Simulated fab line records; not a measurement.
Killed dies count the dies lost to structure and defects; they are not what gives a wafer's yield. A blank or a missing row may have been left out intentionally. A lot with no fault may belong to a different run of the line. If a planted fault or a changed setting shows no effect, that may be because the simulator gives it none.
A lot that was struck, set against a sound lot :: flow n5_finfet :: 27 out of 1938 route steps
Sound: the wafers L271.2, L271.5, L271.6. Struck: wafer L275.1. (L275.2, L275.5 of the same lot were not struck and are left out.) The cause comes at the end.
For every step that has rows: the tool of each side, followed by ch and its chambers, followed by its first start. Under that, the readings that differ: sound wafers :: struck wafers :: difference of the means :: sigmas: that difference in standard deviations of wafers without a fault.
alike: readings with means less than 2 such deviations apart, plus words and numbers identical on both sides. not compared: withheld readings, readings lacking a value on some wafer, bounds such as >300 that could conceal the same value, and numbers that have no deviation in the record and whose values overlap.
A row with sigmas, a row that says differs or no value, or rows on one side alone: a step with any of these is where the two part. Numbers that don't overlap but have no deviation are shown without sigmas and don't part them. A reading missing from all wafers of one side parts the sides only when that side holds two or more wafers.

first, 11 steps without rows for these wafers: N5_STI_FIN_REVEAL_FCVD_FILL_01 (material SiO2 flowable, target thk 312 nm, time 512.2 s); N5_STI_FIN_REVEAL_DENSIFY_02 (time 1800 s); N5_STI_FIN_REVEAL_CMP_04 (polishes, stops on Si3N4, t overpolish 4 s, target thk 131.83 nm); N5_STI_FIN_REVEAL_DENSIFY_30; N5_STI_FIN_REVEAL_ETCHBACK_08 (etches SiO2 in C4F6/O2, target depth 30.5 nm, time 10.167 s); N5_STI_FIN_REVEAL_STRIP_24 (strips in N2/H2, time 90 s); N5_STI_FIN_REVEAL_PRECLEAN_25 (cleans in SPM, time 90 s); N5_STI_FIN_REVEAL_PRECLEAN_26 (cleans in SC1, time 45 s); N5_STI_FIN_REVEAL_PRECLEAN_29 (cleans in DHF, time 30 s); N5_STI_FIN_REVEAL_SRD_12 (time 30 s); N5_STI_FIN_REVEAL_RECESS_09 (chemistry HF/NH3, target SiO2, afs cycles 11, target depth 42.5 nm, sublimation time 60 s).
N5_STI_FIN_REVEAL_STRIP_16: strips SiNx in H3PO4, target depth 23.8 nm.
  sound on wet_bench-02 ch 0,6,7, day 4 11:11; struck on wet_bench-02 ch 0,5,7, day 5 12:35
then, 11 steps without rows for these wafers: N5_STI_FIN_REVEAL_PRECLEAN_17 (cleans in NF3:NH3, afs cycles 1, time 20 s, sublimation time 60 s); N5_STI_FIN_REVEAL_ETCH_34 (etches Si in H2, material Si, target depth 0.97 nm); N5_STI_FIN_REVEAL_OXIDATION_31 (chemistry O2 PLASMA REMOTE, time 20 s); N5_STI_FIN_REVEAL_PRECLEAN_32 (cleans in NF3:NH3, afs cycles 1, time 20 s, sublimation time 60 s); N5_STI_FIN_REVEAL_STRIP_35 (strips Si3N4 in H3PO4, target depth 4 nm, time 39 s); N5_STI_FIN_REVEAL_SRD_21 (time 30 s); N5_STI_FIN_REVEAL_OXIDATION_33 (chemistry O2 PLASMA REMOTE, time 20 s); N5_STI_FIN_REVEAL_CLEAN_19 (cleans in O3/DIW, time 120 s); N5_STI_FIN_REVEAL_SRD_23 (time 30 s); N5_STI_FIN_REVEAL_PRECLEAN_18 (cleans in SC2, time 45 s); N5_STI_FIN_REVEAL_SRD_28 (time 30 s).
N5_STI_FIN_REVEAL_INSPECT_13: inspects for defects (darkfield).
  struck on defect_inspect-02, day 5 13:45; sound on defect_inspect-01, day 4 12:21
reading: raw_defect_count
sound: 20 11 10
struck: 586
difference: +572
sigmas: +99 or more
then, 1 step without rows for these wafers: N5_DUMMY_GATE_PRECLEAN_00 (cleans in O3/DIW, time 60 s).
-- a jump in the record: the struck wafers' starts before and after are 6 days apart (it breaks off in module DUMMY_GATE and resumes in module BEOL_M4, where the first step shown is number 1111 of the route) --
N5_BEOL_M4_RC_MEAS_101:
  sound on prober-02 ch 0, day 10 14:57; struck on prober-02 ch 0, day 11 09:22
reading: DIBL_N (mV/V)
sound: 41.4 36.1 35.3
struck: 31.1
difference: -6.5
sigmas: -2

reading: SS_P (mV/dec)
sound: 74.9 73.1 73.9
struck: 72.1
difference: -1.9
sigmas: -2
  alike: DIBL_P, IOFF_N, IOFF_P, ION_N, ION_P, SS_N, VT_N, VT_P
-- here the record skips 5 days between the struck wafers' starts before and after, leaving off in module BEOL_M4 and picking up in module PASSIVATION (first step shown: number 1936 of the route) --
N5_PASSIVATION_PROBE_49:
  rows exist in the record for the struck wafers here (prober-01, day 15 21:25), but not for the sound ones

## WHERE THEY PART
At N5_STI_FIN_REVEAL_INSPECT_13 first; at N5_PASSIVATION_PROBE_49 last (within this record only).

WHY: the cause the simulator had injected
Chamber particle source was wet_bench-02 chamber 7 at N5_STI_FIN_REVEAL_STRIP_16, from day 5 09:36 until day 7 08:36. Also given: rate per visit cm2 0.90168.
